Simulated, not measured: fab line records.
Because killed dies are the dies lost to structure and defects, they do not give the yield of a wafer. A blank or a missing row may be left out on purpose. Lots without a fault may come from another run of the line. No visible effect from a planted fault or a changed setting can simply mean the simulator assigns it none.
Chamber matching | flow nandHarc | NHARC_A_STAIRCASE_DEP_417 on pecvd-01 has 3 sister chambers
The step deposits Si3N4, target thk 60 nm. 20 wafers are shown with their chamber, then 10 later ones without.

WAFERS, EACH WITH ITS CHAMBER
wafer  | chamber | heaterPowerOuterW (W) | heaterPowerW (W)
L075.1 | 1       | 415                   | 712
L075.2 | 2       | 446                   | 735
L075.3 | 0       | 435                   | 734
L075.4 | 1       | 404                   | 698
L075.5 | 0       | 443                   | 749
L075.6 | 2       | 461                   | 718
L078.1 | 2       | 382                   | 603
L078.4 | 2       | 377                   | 620
L078.6 | 1       | 356                   | 640
L077.3 | 2       | 469                   | 727
L077.4 | 2       | 456                   | 720
L077.5 | 0       | 437                   | 752
L081.1 | 1       | 384                   | 679
L081.4 | 0       | 467                   | 800
L081.6 | 2       | 416                   | 652
L083.1 | 1       | 426                   | 749
L083.2 | 0       | 411                   | 718
L083.6 | 1       | 318                   | 604
L087.1 | 2       | 452                   | 711
L087.2 | 0       | 417                   | 694

SIGNATURES (means of the wafers above)
reading           | chamber 0 | chamber 1 | chamber 2 | scatter within a chamber
heaterPowerOuterW | 435.00    | 383.83    | 432.38    | 33.8
heaterPowerW      | 741.17    | 680.33    | 685.75    | 48
Rule: for each reading, subtract the chamber's mean from the wafer's reading, divide by that reading's scatter and square the result; add these up over the readings and take the root, which gives the wafer's distance from the chamber. The wafer belongs to the nearest chamber; if the next one is less than 2 further off, it can't be placed. The scatter: the root of (the sum of the squares of (reading less its chamber's mean) over the shown wafers, divided by (wafers less chambers)).

WAFERS WITHOUT THEIR CHAMBER
wafer  | heaterPowerOuterW (W) | heaterPowerW (W)
L087.3 | 415                   | 706
L091.1 | 446                   | 729
L091.5 | 394                   | 686
L091.6 | 452                   | 714
L094.4 | 484                   | 753
L094.5 | 438                   | 735
L094.6 | 425                   | 728
L093.2 | 440                   | 730
L093.3 | 472                   | 757
L093.4 | 442                   | 743

EACH ONE'S CHAMBER
wafer  | from the rows above          | in truth
L087.3 | can't be placed: 2 or 0 or 1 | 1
L091.1 | can't be placed: 0 or 2 or 1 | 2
L091.5 | can't be placed: 1 or 2 or 0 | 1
L091.6 | can't be placed: 0 or 2 or 1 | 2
L094.4 | can't be placed: 0 or 2 or 1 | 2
L094.5 | can't be placed: 0 or 2 or 1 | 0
L094.6 | can't be placed: 0 or 2 or 1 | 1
L093.2 | can't be placed: 0 or 2 or 1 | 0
L093.3 | can't be placed: 0 or 2 or 1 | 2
L093.4 | can't be placed: 0 or 2 or 1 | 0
Placed correctly: 0 of 10. These rows do not allow placing 10 (true chamber among the candidates in 10). Placed wrongly: 0.
